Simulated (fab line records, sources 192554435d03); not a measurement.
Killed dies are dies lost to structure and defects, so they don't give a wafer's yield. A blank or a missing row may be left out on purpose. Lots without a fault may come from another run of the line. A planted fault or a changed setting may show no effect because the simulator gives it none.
Which tool did it? | flow n5_finfet | 10 lots, 28 wafers sampled, at 5 steps of a route of 1938

WHAT THE GAUGES READ, wafer by wafer
N5_MOL_CONTACT_COAG_INSPECT_57: inspects for defects (brightfield). Usual: raw_defect_count 196, standard deviation 59.
lot  | measured     | on                | raw_defect_count | flag
L752 | day 5 02:41  | defect_inspect-02 | 188 155 221      |
L754 | day 5 12:02  | defect_inspect-02 | 259 252 276      |
L755 | day 5 22:43  | defect_inspect-01 | 122 137          |
L756 | day 6 03:34  | defect_inspect-01 | 219 172 213      |
L763 | day 7 21:41  | defect_inspect-01 | 147 203 209      |
L770 | day 9 14:32  | defect_inspect-01 | 161 203 127      |
L771 | day 10 02:44 | defect_inspect-01 | 166 195          |
L773 | day 10 16:40 | defect_inspect-01 | 261 248 157      |
L774 | day 10 20:25 | defect_inspect-02 | 226 278 303      |
L775 | day 10 23:08 | defect_inspect-02 | 198 130 243      |

N5_BEOL_M4_RC_MEAS_101. Usual: DIBL_N 36.7 mV/V, standard deviation 2.6; DIBL_P 36.9 mV/V, standard deviation 2.8; IOFF_N 0.17 nA/um, standard deviation 0.043; IOFF_P 0.22 nA/um, standard deviation 0.05; ION_N 678 uA/um, standard deviation 15; ION_P 465 uA/um, standard deviation 9.2; SS_N 71.6 mV/dec, standard deviation 0.79; SS_P 73.5 mV/dec, standard deviation 0.82; VT_N 250 mV, standard deviation 3.9; VT_P -250 mV, standard deviation 3.7.
lot  | measured     | on        | DIBL_N (mV/V)  | DIBL_P (mV/V)  | IOFF_N (nA/um) | IOFF_P (nA/um) | ION_N (uA/um) | ION_P (uA/um) | SS_N (mV/dec)  | SS_P (mV/dec)  | VT_N (mV)   | VT_P (mV)      | flag
L752 | day 8 08:59  | prober-01 | 34.5 37.9 41.6 | 35.8 39.5 44.6 | 0.14 0.19 0.29 | 0.18 0.24 0.33 | 677 684 692   | 468 463 466   | 71.0 72.8 73.9 | 73.3 74.0 74.8 | 251 251 246 | -254 -250 -247 |
L754 | day 8 23:42  | prober-02 | 36.1 35.9 37.1 | 37.0 36.4 37.0 | 0.16 0.14 0.16 | 0.18 0.17 0.17 | 697 662 690   | 466 446 459   | 71.5 71.6 71.8 | 73.2 73.2 74.1 | 248 254 251 | -254 -255 -257 |
L755 | day 9 11:41  | prober-02 | 38.1 42.1      | 38.5 42.8      | 0.20 0.29      | 0.25 0.36      | 699 692       | 474 471       | 71.1 72.5      | 74.4 75.2      | 247 242     | -246 -243      |
L756 | day 9 05:26  | prober-01 | 35.0 36.3 37.1 | 34.6 36.8 37.3 | 0.14 0.15 0.18 | 0.17 0.19 0.20 | 680 682 694   | 466 467 468   | 70.4 71.4 71.7 | 72.9 72.9 72.9 | 250 250 247 | -253 -254 -253 |
L763 | day 11 11:24 | prober-02 | 39.8 36.6      | 40.8 36.0      | 0.22 0.17      | 0.34 0.24      | 677 690       | 473 480       | 71.9 70.8      | 74.7 73.9      | 248 248     | -245 -247      |
L770 | day 13 04:05 | prober-01 | 36.0 36.9 35.1 | 36.6 37.5 34.9 | 0.15 0.18 0.14 | 0.22 0.25 0.19 | 670 671 660   | 467 460 451   | 71.3 71.8 71.2 | 73.3 74.7 73.2 | 248 247 249 | -248 -247 -253 |
L771 | day 13 12:34 | prober-02 | 33.9 32.4      | 34.0 32.2      | 0.12 0.11      | 0.17 0.16      | 663 675       | 449 465       | 71.5 70.7      | 72.6 71.9      | 252 252     | -251 -254      |
L773 | day 14 22:46 | prober-01 | 36.3 38.8 40.2 | 36.2 39.3 40.5 | 0.13 0.18 0.20 | 0.19 0.23 0.26 | 660 690 685   | 460 476 469   | 71.8 71.4 72.3 | 73.1 73.8 73.9 | 254 248 248 | -255 -250 -250 |
L774 | day 14 00:39 | prober-01 | 31.9 35.5 32.5 | 32.4 36.8 32.3 | 0.11 0.16 0.11 | 0.16 0.20 0.15 | 661 670 652   | 461 451 453   | 70.0 71.8 70.7 | 73.0 73.0 71.9 | 254 248 254 | -252 -249 -255 |
L775 | day 13 21:44 | prober-02 | 36.5 39.4 36.1 | 37.1 40.4 36.5 | 0.14 0.18 0.13 | 0.20 0.25 0.18 | 683 673 667   | 469 464 456   | 71.2 71.8 71.5 | 73.3 74.1 72.9 | 255 252 253 | -253 -251 -253 |

WHICH TOOL RAN EACH LOT (tool, then ch and the chambers of the sampled wafers, then the start)
lot  | N5_MOL_CONTACT_COAG_CMP_28    | N5_MOL_CONTACT_COAG_ALD_131       | N5_MOL_CONTACT_COAG_ETCH_91
L752 | cmp-02 ch 2,3, day 5 00:41    | ald_sin-03 ch 0,3, day 5 02:52    | rie_diel-01 ch 0,3, day 5 03:04
L754 | cmp-03 ch 0,1,2, day 5 10:37  | ald_sin-03 ch 0,1, day 5 13:16    | rie_diel-05 ch 0,2, day 5 13:32
L755 | cmp-02 ch 1,2, day 5 21:36    | ald_sin-04 ch 2,3, day 5 22:57    | rie_diel-05 ch 0,3, day 5 23:07
L756 | cmp-02 ch 0,1,3, day 6 02:09  | ald_sin-04 ch 0,1,3, day 6 04:01  | rie_diel-05 ch 0,1,3, day 6 04:14
L763 | cmp-01 ch 1,2,3, day 7 20:29  | ald_sin-04 ch 0,1,3, day 7 21:50  | rie_diel-05 ch 1,3, day 7 22:04
L770 | cmp-02 ch 0,1,2, day 9 12:58  | ald_sin-02 ch 0,1, day 9 14:55    | rie_diel-01 ch 2,3, day 9 15:18
L771 | cmp-01 ch 0,3, day 10 00:59   | ald_sin-03 ch 0,3, day 10 02:55   | rie_diel-01 ch 1,3, day 10 03:09
L773 | cmp-01 ch 1,2,3, day 10 15:16 | ald_sin-04 ch 0,1,2, day 10 16:58 | rie_diel-06 ch 0,1,2, day 10 17:10
L774 | cmp-01 ch 1,2, day 10 19:01   | ald_sin-02 ch 2,3, day 10 20:35   | rie_diel-01 ch 0,1,2, day 10 20:49
L775 | cmp-01 ch 1,3, day 10 21:52   | ald_sin-02 ch 0,1,2, day 10 23:38 | rie_diel-05 ch 2,3, day 10 23:52
- N5_MOL_CONTACT_COAG_CMP_28: polishes, stops on SiNx, t overpolish 0.85 s, target thk 14.522 nm.
- N5_MOL_CONTACT_COAG_ALD_131: deposits SiO2, target thk 5 nm, pulse time 1 s, co reactant pulse time 1 s.
- N5_MOL_CONTACT_COAG_ETCH_91: etches SOC in N2/H2, target depth 60 nm, overetch 21 nm, time 101.2 s.

WHAT THE TOOLS THEMSELVES READ (means of the sampled wafers that have a number; where no wafer has one, the mark that the record gives instead)
N5_MOL_CONTACT_COAG_CMP_28. Usual: motor_current_A 11.8 A, standard deviation 1.3; time_to_endpoint_s 5.4 s, standard deviation 2.3.
lot  | tool   | motor_current_A (A) | time_to_endpoint_s (s) | flag
L752 | cmp-02 | 11.7                | 4.0                    |
L754 | cmp-03 | 13.0                | 5.1                    |
L755 | cmp-02 | 12.8                | 8.5                    |
L756 | cmp-02 | 10.9                | 7.6                    |
L763 | cmp-01 | 12.2                | 6.0                    |
L770 | cmp-02 | 11.9                | 5.3                    |
L771 | cmp-01 | 11.6                | 1.9                    |
L773 | cmp-01 | 12.0                | 4.6                    |
L774 | cmp-01 | 11.3                | 5.0                    |
L775 | cmp-01 | 12.4                | 3.2                    |

N5_MOL_CONTACT_COAG_ALD_131. Usual: heater_power_w 78 W, standard deviation 8.9; precursor_pulse_height_rel 0.997, standard deviation 0.018.
lot  | tool       | heater_power_w (W) | precursor_pulse_height_rel | flag
L752 | ald_sin-03 | 76                 | 0.993                      |
L754 | ald_sin-03 | 85                 | 0.994                      |
L755 | ald_sin-04 | 68                 | 1.003                      |
L756 | ald_sin-04 | 71                 | 1.009                      |
L763 | ald_sin-04 | 70                 | 0.994                      |
L770 | ald_sin-02 | 84                 | 1.009                      |
L771 | ald_sin-03 | 78                 | 1.019                      |
L773 | ald_sin-04 | 71                 | 0.991                      |
L774 | ald_sin-02 | 88                 | 1.023                      |
L775 | ald_sin-02 | 88                 | 0.991                      |

N5_MOL_CONTACT_COAG_ETCH_91. Usual: chamber_pressure_mTorr 29.999 mTorr, standard deviation 0.029; drypump_motor_current_A 5.6 A, standard deviation 0.47; oes_product_au 0.65 a.u., standard deviation 0.065; rf_vpp_V 524.3 V, standard deviation 2.5; showerhead_plenum_p_Torr 2.55 Torr, standard deviation 0.079; throttle_valve_pct 17.68 %, standard deviation 0.28.
lot  | tool        | chamber_pressure_mTorr (mTorr) | drypump_motor_current_A (A) | oes_product_au (a.u.) | rf_vpp_V (V) | showerhead_plenum_p_Torr (Torr) | throttle_valve_pct (%) | flag
L752 | rie_diel-01 | 30.006                         | 6.1                         | 0.60                  | 526.8        | 2.61                            | 17.45                  |
L754 | rie_diel-05 | 29.989                         | 5.2                         | 0.61                  | 526.2        | 2.61                            | 17.83                  |
L755 | rie_diel-05 | 30.005                         | 5.3                         | 0.66                  | 522.9        | 2.52                            | 17.80                  |
L756 | rie_diel-05 | 29.981                         | 5.3                         | 0.68                  | 524.6        | 2.57                            | 17.66                  |
L763 | rie_diel-05 | 30.009                         | 5.2                         | 0.72                  | 524.6        | 2.55                            | 17.53                  |
L770 | rie_diel-01 | 30.026                         | 6.2                         | 0.61                  | 526.8        | 2.58                            | 17.36                  |
L771 | rie_diel-01 | 29.980                         | 6.3                         | 0.57                  | 523.2        | 2.50                            | 17.73                  |
L773 | rie_diel-06 | 29.985                         | 5.6                         | 0.69                  | 522.0        | 2.45                            | 17.69                  |
L774 | rie_diel-01 | 29.987                         | 5.5                         | 0.62                  | 523.1        | 2.52                            | 17.88                  |
L775 | rie_diel-05 | 30.031                         | 5.2                         | 0.67                  | 524.0        | 2.53                            | 17.69                  |

THE ANSWER, worked out from the rows above alone
Rule: a lot is off if the mean of its wafers that have a number lies more than 3 standard deviations from the usual mean. A lot without any number at a reading at which 4 lots or more have one is off too. The other lots that the step has rows for count as sound. The gauges are gone through in route order, then the tools' own readings, and for those a lot's mean is taken as printed above. The first step at which some lot is off is used, and at that step the reading that is off furthest; a lot without a number counts as furthest.
No lot is off at any reading shown: from this, nothing can be told.

WHAT THE SIMULATOR HAD PUT IN
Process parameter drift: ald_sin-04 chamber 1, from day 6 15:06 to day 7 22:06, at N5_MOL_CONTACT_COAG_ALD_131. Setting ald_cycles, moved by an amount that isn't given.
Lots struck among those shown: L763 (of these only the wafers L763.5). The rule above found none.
